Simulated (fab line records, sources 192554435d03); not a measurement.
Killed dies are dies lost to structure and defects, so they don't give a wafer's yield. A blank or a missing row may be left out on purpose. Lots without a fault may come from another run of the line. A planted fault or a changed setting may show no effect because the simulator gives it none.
Which tool did it? | flow n5_finfet | 8 lots, 24 wafers sampled, at 3 steps of a route of 1938

WHAT THE GAUGES READ, wafer by wafer
N5_BEOL_M4_RC_MEAS_101. Usual: DIBL_N 36.2 mV/V, standard deviation 1.7; DIBL_P 36.6 mV/V, standard deviation 1.9; IOFF_N 0.16 nA/um, standard deviation 0.032; IOFF_P 0.21 nA/um, standard deviation 0.037; ION_N 675 uA/um, standard deviation 12; ION_P 460 uA/um, standard deviation 8.1; SS_N 71.4 mV/dec, standard deviation 0.58; SS_P 73.4 mV/dec, standard deviation 0.64; VT_N 249 mV, standard deviation 3.2; VT_P -252 mV, standard deviation 3.4.
lot  | measured     | on        | DIBL_N (mV/V)  | DIBL_P (mV/V)  | IOFF_N (nA/um) | IOFF_P (nA/um) | ION_N (uA/um) | ION_P (uA/um) | SS_N (mV/dec)  | SS_P (mV/dec)  | VT_N (mV)   | VT_P (mV)      | flag
L343 | day 8 01:22  | prober-02 | 36.7 36.4 33.9 | 37.2 37.7 34.4 | 0.17 0.16 0.13 | 0.23 0.23 0.18 | 665 687 668   | 465 468 465   | 71.8 72.2 71.1 | 73.2 73.8 72.9 | 250 250 252 | -248 -247 -250 |
L354 | day 11 02:02 | prober-02 | 34.1 35.5 35.3 | 33.4 35.1 35.6 | 0.13 0.15 0.15 | 0.16 0.18 0.18 | 667 677 671   | 456 463 461   | 70.7 71.3 71.5 | 72.5 73.8 73.5 | 249 253 252 | -254 -253 -254 |
L355 | day 11 05:08 | prober-02 | 36.2 33.7 36.9 | 37.0 33.3 37.8 | 0.16 0.12 0.18 | 0.20 0.15 0.22 | 672 665 673   | 453 450 460   | 71.1 71.1 71.8 | 73.1 72.2 73.6 | 247 252 248 | -253 -254 -251 |
L356 | day 11 07:01 | prober-02 | 38.6 34.5 37.6 | 41.4 36.3 40.2 | 0.21 0.13 0.18 | 0.26 0.18 0.23 | 679 668 681   | 467 460 464   | 72.2 71.0 71.9 | 74.4 72.3 73.9 | 246 253 247 | -249 -252 -254 |
L357 | day 11 09:05 | prober-01 | 35.3 33.8 33.4 | 37.0 34.9 34.9 | 0.17 0.14 0.13 | 0.18 0.15 0.15 | 685 671 654   | 454 444 442   | 71.2 71.3 70.9 | 73.0 73.1 72.6 | 249 250 250 | -258 -260 -259 |
L358 | day 12 01:31 | prober-01 | 35.6 37.8 35.9 | 36.4 38.3 36.5 | 0.15 0.20 0.15 | 0.20 0.23 0.21 | 665 670 678   | 455 455 462   | 71.0 72.0 71.7 | 73.4 73.8 73.6 | 251 246 251 | -249 -251 -252 |
L360 | day 12 03:40 | prober-01 | 34.6 36.3 36.0 | 34.0 37.4 36.6 | 0.14 0.16 0.15 | 0.15 0.19 0.17 | 679 667 680   | 461 451 455   | 70.6 71.6 72.1 | 73.0 73.7 73.5 | 249 250 250 | -256 -254 -256 |
L365 | day 13 08:45 | prober-02 | 37.0 35.7 37.2 | 35.9 34.2 37.3 | 0.16 0.13 0.17 | 0.21 0.19 0.23 | 680 666 684   | 465 460 469   | 71.2 69.8 71.0 | 72.9 72.2 73.9 | 249 254 249 | -253 -250 -247 |

N5_BEOL_M6_CD_MEAS_28: target cd 40 nm. Usual: cd_nm 39.93 nm, standard deviation 0.24.
lot  | measured     | on        | cd_nm (nm)        | flag
L343 | day 8 18:50  | cd_sem-01 | 40.12 39.72 40.07 |
L354 | day 11 17:46 | cd_sem-03 | 40.05 39.75 40.12 |
L355 | day 11 22:14 | cd_sem-02 | 39.99 39.61 40.03 |
L356 | day 11 22:17 | cd_sem-01 | 39.99 40.28 40.40 |
L357 | day 12 02:02 | cd_sem-02 | 40.25 39.57 39.57 |
L358 | day 12 16:37 | cd_sem-01 | 40.35 40.22 39.90 |
L360 | day 12 20:47 | cd_sem-02 | 39.86 40.47 40.32 |
L365 | day 14 01:38 | cd_sem-03 | 39.82 39.46 39.97 |

N5_BEOL_M6_INSPECT_30: inspects for defects (brightfield). Usual: raw_defect_count 461, standard deviation 110.
lot  | measured     | on                | raw_defect_count | flag
L343 | day 8 18:56  | defect_inspect-01 | 615 452 815      |
L354 | day 11 17:52 | defect_inspect-02 | 468 447 544      |
L355 | day 11 22:20 | defect_inspect-02 | 354 637 499      |
L356 | day 11 22:23 | defect_inspect-01 | 625 731 592      |
L357 | day 12 02:07 | defect_inspect-01 | 408 341 426      |
L358 | day 12 16:41 | defect_inspect-02 | 406 397 426      |
L360 | day 12 20:52 | defect_inspect-02 | 476 671 521      |
L365 | day 14 01:43 | defect_inspect-01 | 462 393 420      |

WHICH TOOL RAN EACH LOT (tool, then ch and the chambers of the sampled wafers, then the start)
The record holds no process step before these readings.

WHAT THE TOOLS THEMSELVES READ (means of the sampled wafers that have a number; where no wafer has one, the mark that the record gives instead)
The record holds no such reading with a usual standard deviation.

THE ANSWER, worked out from the rows above alone
Rule: a lot is off if the mean of its wafers that have a number lies more than 3 standard deviations from the usual mean. A lot without any number at a reading at which 4 lots or more have one is off too. The other lots that the step has rows for count as sound. The gauges are gone through in route order, then the tools' own readings, and for those a lot's mean is taken as printed above. The first step at which some lot is off is used, and at that step the reading that is off furthest; a lot without a number counts as furthest.
No lot is off at any reading shown: from this, nothing can be told.

WHAT THE SIMULATOR HAD PUT IN
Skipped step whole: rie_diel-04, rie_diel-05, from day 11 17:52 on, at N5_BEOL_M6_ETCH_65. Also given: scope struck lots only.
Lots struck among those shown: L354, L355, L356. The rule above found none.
